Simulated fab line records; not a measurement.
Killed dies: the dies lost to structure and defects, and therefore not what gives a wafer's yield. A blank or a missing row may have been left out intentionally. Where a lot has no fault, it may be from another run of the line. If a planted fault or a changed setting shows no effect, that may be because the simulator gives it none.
Struck lot and sound lot, side by side    flow nand-harc    15 out of 1159 route steps
Sound: these wafers, L145.2, L145.4, L145.5. Wafers L153.1, L153.3, L153.6 were the ones struck. The cause comes at the end.
At each step with rows: each side's tool, then ch and its chambers, then its first start. Under that, the readings that differ: sound wafers    struck wafers    difference of the means    sigmas: that difference in standard deviations of wafers without a fault.
alike: words and numbers the same on both sides, and readings whose means are apart by under 2 such deviations; not compared: readings that were withheld, readings missing a value for some wafer, numbers with overlapping values and no deviation given by the record, and bounds like >300 which may hide the same value.
A row with sigmas, a row that says differs or no value, or rows on one side alone: a step with any of these is where the two part. Numbers that don't overlap but have no deviation are shown without sigmas and don't part them. A reading that every wafer of one side lacks parts them only if that side has two wafers or more.

NHARC_A_ZERO_WELL_DESCUM_12: chemistry O2, time 3 s.
  sound on rie-diel-10 ch 0,2,3, day 7 01:14; struck on rie-diel-02 ch 0,1,3, day 8 23:11
  alike: drypump-motor-current-A, oes-product-au, rf-vpp-V, showerhead-plenum-p-Torr, throttle-valve-pct
  not compared: rf-hours-counter-h
NHARC_A_ZERO_WELL_ETCH_19: etches the open film in N2/H2, target depth 80 nm, overetch 24 nm, time 87.88 s.
  sound on rie-diel-10 ch 0,2, day 7 01:20; struck on rie-diel-02 ch 1,2,3, day 8 23:16
reading       sound              struck             difference  sigmas
rf-vpp-V (V)  432.5 429.4 433.3  428.0 427.2 426.1  -4.6        -2
  alike: drypump-motor-current-A, oes-product-au, rf-fwd-power-W, showerhead-plenum-p-Torr, throttle-valve-pct
  not compared: rf-hours-counter-h
NHARC_A_ZERO_WELL_ETCH_13: etches the open film in HBr/Cl2, target depth 120 nm, time 40.1 s.
  sound on rie-si-03 ch 0,2, day 7 01:28; struck on rie-si-03 ch 0,3, day 8 23:22
  alike: drypump-motor-current-A, hbr-flow-sccm, mfc-cl2-sccm, oes-product-au, rf-fwd-power-W, throttle-valve-pct
  not compared: rf-hours-counter-h
then, 4 steps without rows for these wafers: NHARC_A_ZERO_WELL_STRIP_14 (strips in SPM, time 900 s); NHARC_A_ZERO_WELL_IMPLANT_15; NHARC_A_ZERO_WELL_PRECLEAN_22 (cleans in SC1, time 60 s); NHARC_A_ZERO_WELL_SRD_23.
NHARC_A_ZERO_WELL_RTA_16: time 10 s.
  sound on rtp-anneal-01 ch 0, day 7 02:23; struck on rtp-anneal-01 ch 0, day 9 00:16
  alike: lamp-power-pct, lamp_zone_1_pct, lamp_zone_3_pct, wafer_temp_C_max
NHARC_A_ZERO_WELL_INSPECT_17:
  sound on defect-inspect-02 at day 7 02:33; struck on defect-inspect-02 at day 9 00:28
  alike: raw-defect-count
then, 2 steps without rows for these wafers: NHARC_A_SOURCE_PLATE_PRECLEAN_00 (cleans in HF-LAST, time 60 s); NHARC_A_SOURCE_PLATE_SRD_01.
NHARC_A_SOURCE_PLATE_OXIDE_02: material SiO2, target thk 10 nm, ox time 1362 s.
  sound on furnace-03 ch 0, day 7 05:55; struck on furnace-03 ch 0, day 9 07:50
  alike: ox-temp-c, ox-time-s
NHARC_A_SOURCE_PLATE_THK_MEAS_09: measures by ellipsometry.
  sound on film-metro-02 at day 7 09:59; struck on film-metro-02 at day 9 12:17
reading      sound          struck          difference  sigmas
thk-nm (nm)  10.0 8.7 10.2  16.2 16.1 16.0  +6.5        +7
then, 2 steps without rows for these wafers: NHARC_A_SOURCE_PLATE_PVD_04 (deposits WSi2, target thk 50 nm); NHARC_END_SORT_01.

## WHERE THEY PART
At NHARC_A_ZERO_WELL_ETCH_19 first; at NHARC_A_SOURCE_PLATE_THK_MEAS_09 last (within this record only).

WHY: what had been put in by the simulator
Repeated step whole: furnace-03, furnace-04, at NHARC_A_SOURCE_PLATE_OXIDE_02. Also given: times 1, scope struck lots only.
